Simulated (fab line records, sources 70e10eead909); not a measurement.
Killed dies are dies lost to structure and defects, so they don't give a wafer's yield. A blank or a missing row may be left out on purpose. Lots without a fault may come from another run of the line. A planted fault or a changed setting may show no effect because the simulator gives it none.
Chamber matching | flow nand_harc | NHARC_THIN_TSV_DEP_47 on pecvd-01: 3 sister chambers
The step deposits SiO2, target thk 200 nm. 16 wafers are shown with their chamber, then 8 later ones without.

WAFERS WITH THEIR CHAMBER
wafer  | chamber | throttle_valve_pct (%)
L297.1 | 0       | 16.6
L297.5 | 2       | 15.6
L297.6 | 0       | 16.6
L299.1 | 0       | 16.6
L299.3 | 1       | 15.7
L299.6 | 0       | 17.0
L302.2 | 2       | 15.6
L302.3 | 1       | 15.9
L302.6 | 1       | 15.4
L304.3 | 2       | 15.8
L304.5 | 2       | 15.5
L304.6 | 0       | 16.8
L312.3 | 0       | 16.8
L312.5 | 1       | 15.1
L312.6 | 2       | 15.8
L313.3 | 0       | 16.8

SIGNATURES (means of the wafers above)
reading            | chamber 0 | chamber 1 | chamber 2 | scatter within a chamber
throttle_valve_pct | 16.743    | 15.525    | 15.660    | 0.211
Rule: a wafer's distance from a chamber is the root of the sum, over the readings, of the square of ((its reading less the chamber's mean) divided by the reading's scatter). The wafer belongs to the nearest chamber; if the next one is less than 2 further off, it can't be placed. The scatter: the root of (the sum of the squares of (reading less its chamber's mean) over the shown wafers, divided by (wafers less chambers)).

WAFERS WITHOUT THEIR CHAMBER
wafer  | throttle_valve_pct (%)
L313.4 | 15.8
L313.6 | 16.8
L316.3 | 16.9
L316.4 | 15.6
L316.5 | 15.5
L319.2 | 15.9
L319.3 | 15.6
L319.5 | 17.0

WHICH CHAMBER EACH WENT THROUGH
wafer  | from the rows above     | in truth
L313.4 | can't be placed: 2 or 1 | 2
L313.6 | 0                       | 0
L316.3 | 0                       | 0
L316.4 | can't be placed: 2 or 1 | 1
L316.5 | can't be placed: 1 or 2 | 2
L319.2 | can't be placed: 2 or 1 | 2
L319.3 | can't be placed: 2 or 1 | 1
L319.5 | 0                       | 0
Placed correctly: 3 of 8. Can't be placed from these rows: 5 (the true chamber is among the candidates in 5). Placed wrongly: 0.
